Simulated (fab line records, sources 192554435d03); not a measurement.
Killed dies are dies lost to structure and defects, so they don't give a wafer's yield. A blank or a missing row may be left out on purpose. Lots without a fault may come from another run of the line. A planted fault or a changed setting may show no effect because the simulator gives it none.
A struck lot beside a sound one | flow n5_finfet | 15 steps out of a route of 1938
Sound: wafers L883.1, L883.2, L883.3. Struck: wafers L900.1, L900.3, L900.4. The cause comes at the end.
At each step with rows: each side's tool, then ch and its chambers, then its first start. Under that, the readings that differ: sound wafers | struck wafers | difference of the means | sigmas: that difference in standard deviations of wafers without a fault.
alike: readings whose means differ by less than 2 such deviations, and words and numbers that are the same on both sides. not compared: withheld readings, readings that some wafer has no value for, bounds like >300 that may hide the same value, and numbers for which the record gives no deviation and whose values overlap.
The two part at a step that has a row with sigmas, a row that says differs or no value, or rows on one side only. Numbers that don't overlap but have no deviation are shown without sigmas and don't part them. A reading that every wafer of one side lacks parts them only if that side has two wafers or more.

N5_BEOL_M2_OCD_MEAS_38:
  sound on ocd-01, day 7 04:16; struck on ocd-01, day 11 10:07
  alike: trench_depth_nm
then, 4 steps without rows for these wafers: N5_BEOL_M2_HM_STRIP_39 (strips TiN in peroxide tin strip, target depth 25 nm, time 158 s); N5_BEOL_M2_SRD_40 (time 30 s); N5_BEOL_M2_PRECLEAN_42 (cleans in residue remover, time 60 s); N5_BEOL_M2_SRD_43 (time 30 s).
N5_BEOL_M2_CD_MEAS_35: target cd 18 nm, target cd y 22.2 nm.
  sound on cd_sem-01, day 7 04:25; struck on cd_sem-01, day 11 10:16
  reading    | sound             | struck            | difference | sigmas
  cd_nm (nm) | 17.86 18.68 17.98 | 17.16 17.80 17.62 | -0.65      | -2
N5_BEOL_M2_DEGAS_44: time 60 s.
  sound on pvd_sputter-03, day 7 04:38; struck on pvd_sputter-03, day 11 10:18
  alike: heater_power_w
N5_BEOL_M2_PRE_CLEAN_45: time 30 s.
  sound on pvd_sputter-03, day 7 04:41; struck on pvd_sputter-03, day 11 10:20
  alike: heater_power_w
then, 1 step without rows for these wafers: N5_BEOL_M2_ALD_84 (deposits TaN, pulse time 2 s, purge time 3 s, co reactant purge time 2 s).
N5_BEOL_M2_SURFACE_TREAT_85:
  sound on pvd_sputter-03, day 7 04:58; struck on pvd_sputter-01, day 11 10:47
  not compared: pressure_mtorr, throttle_valve_pct
then, 1 step without rows for these wafers: N5_BEOL_M2_CVD_47 (deposits Co from CCTBA/H2, target thk 3 nm, time 223.8 s).
N5_BEOL_M2_SPUTTER_48: material Cu, target thk 4.5 nm, time 8.29 s.
  sound on pvd_sputter-02, day 7 05:11; struck on pvd_sputter-03, day 11 12:31
  alike: throttle_valve_pct
N5_BEOL_M2_ANNEAL_49: time 240 s.
  sound on pvd_sputter-02, day 7 05:16; struck on pvd_sputter-03, day 11 12:35
  no value came back on the struck wafers for heater_power_w (W), susceptor_temp_C (C), susceptor_temp_C_max; on the sound wafers heater_power_w (W) reads 598 830 856
N5_BEOL_M2_SPUTTER_79: material Cu, target thk 4.5 nm, time 8.29 s.
  sound on pvd_sputter-02, day 7 05:25; struck on pvd_sputter-03, day 11 12:44
  alike: throttle_valve_pct
N5_BEOL_M4_RC_MEAS_101:
  sound on prober-01 ch 0, day 8 08:14; struck on prober-02 ch 0, day 12 18:34
  alike: DIBL_N, DIBL_P, IOFF_N, IOFF_P, ION_N, ION_P, SS_N, SS_P, VT_N, VT_P

WHERE THEY PART
First at N5_BEOL_M2_CD_MEAS_35; last, within this record, at N5_BEOL_M2_ANNEAL_49. Later steps at which nothing parts them and some readings are alike: N5_BEOL_M2_SPUTTER_79, N5_BEOL_M4_RC_MEAS_101.

WHY: what the simulator had put in
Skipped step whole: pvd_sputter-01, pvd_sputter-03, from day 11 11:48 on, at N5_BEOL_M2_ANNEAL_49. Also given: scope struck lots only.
